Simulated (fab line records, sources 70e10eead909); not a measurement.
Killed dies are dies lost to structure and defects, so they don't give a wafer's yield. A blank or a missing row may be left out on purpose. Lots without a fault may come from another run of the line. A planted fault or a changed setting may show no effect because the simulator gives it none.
Which tool did it? | flow nand_harc | 12 lots, 36 wafers sampled, at 3 steps of a route of 1159

WHAT THE GAUGES READ, wafer by wafer
NHARC_A_CHANNEL_HOLE_D1_OVL_MEAS_11.
lot  | measured     | on         | overlay_x_nm (nm)
L075 | day 8 19:23  | overlay-01 | 0.4 0.7 -0.3
L077 | day 9 08:21  | overlay-02 | -1.7 -2.1 -2.6
L079 | day 9 08:18  | overlay-01 | -1.4 -2.2 -1.4
L081 | day 10 00:25 | overlay-02 | 1.0 1.1 0.8
L083 | day 10 07:58 | overlay-02 | 1.4 1.6 1.3
L087 | day 11 06:48 | overlay-02 | -0.4 0.0 0.1
L085 | day 11 08:14 | overlay-01 | -0.9 -1.3 -1.3
L088 | day 11 23:10 | overlay-01 | -1.1 -0.4 -0.9
L090 | day 12 08:23 | overlay-02 | -0.4 -0.1 -0.7
L094 | day 13 08:46 | overlay-02 | 1.0 0.2 0.6
L095 | day 13 08:26 | overlay-01 | -1.2 -1.2 -0.9
L097 | day 13 20:11 | overlay-02 | 1.0 1.1 1.6

WHICH TOOL RAN EACH LOT (tool, then ch and the chambers of the sampled wafers, then the start)
lot  | NHARC_P_M2_ETCH_15                            | NHARC_P_M2_CMP_23
L075 | rie_diel-09 ch 0,2, day 6 19:58 or earlier    | cmp-01 ch 1,2,3, day 6 19:58
L077 | rie_diel-09 ch 2,3, day 7 06:43 or earlier    | cmp-04 ch 0,1,2, day 7 06:43
L079 | rie_diel-09 ch 2,3, day 7 11:04 or earlier    | cmp-01 ch 1,2, day 7 11:04
L081 | rie_diel-09 ch 0,1,3, day 8 01:04 or earlier  | cmp-04 ch 1,2, day 8 01:04
L083 | rie_diel-09 ch 1,2,3, day 8 11:19 or earlier  | cmp-04 ch 2,3, day 8 11:19
L087 | rie_diel-08 ch 0,1, day 9 08:38 or earlier    | cmp-04 ch 1,2, day 9 08:38
L085 | rie_diel-07 ch 0,1, day 9 09:42 or earlier    | cmp-01 ch 2,3, day 9 09:42
L088 | rie_diel-09 ch 1,3, day 10 03:59 or earlier   | cmp-01 ch 1,2,3, day 10 03:59
L090 | rie_diel-09 ch 1,2,3, day 10 09:08 or earlier | cmp-04 ch 2,3, day 10 09:08
L094 | rie_diel-08 ch 0,1, day 11 10:11 or earlier   | cmp-03 ch 0,2,3, day 11 10:11
L095 | rie_diel-09 ch 0,3, day 11 12:16 or earlier   | cmp-03 ch 1,2,3, day 11 12:16
L097 | rie_diel-08 ch 0,2,3, day 11 17:14 or earlier | cmp-01 ch 0,1,2, day 11 17:14
- NHARC_P_M2_ETCH_15: etches the open film in C4F8/Ar, target depth 182.5 nm, time 91.2 s.
- NHARC_P_M2_CMP_23: polishes, t overpolish 20 s, target thk 144.3 nm.

THE ANSWER, worked out from the rows above alone
Rule: what is usual is taken from the lots themselves. Put in order of their means at a reading, lots are off if they are a third of the lots or fewer, leave a main group of 4 or more, and stand apart from it by a gap of 3 or more times the standard deviation of the main group's means; of several such gaps the widest counts. A main group whose means are all the same, to the digits that the tables above print for the reading, isn't used. A lot without any number at a reading at which 4 lots or more have one is off too. The other lots that the step has rows for count as sound.
No lot is off at any reading shown: from this, nothing can be told.

WHAT THE SIMULATOR HAD PUT IN
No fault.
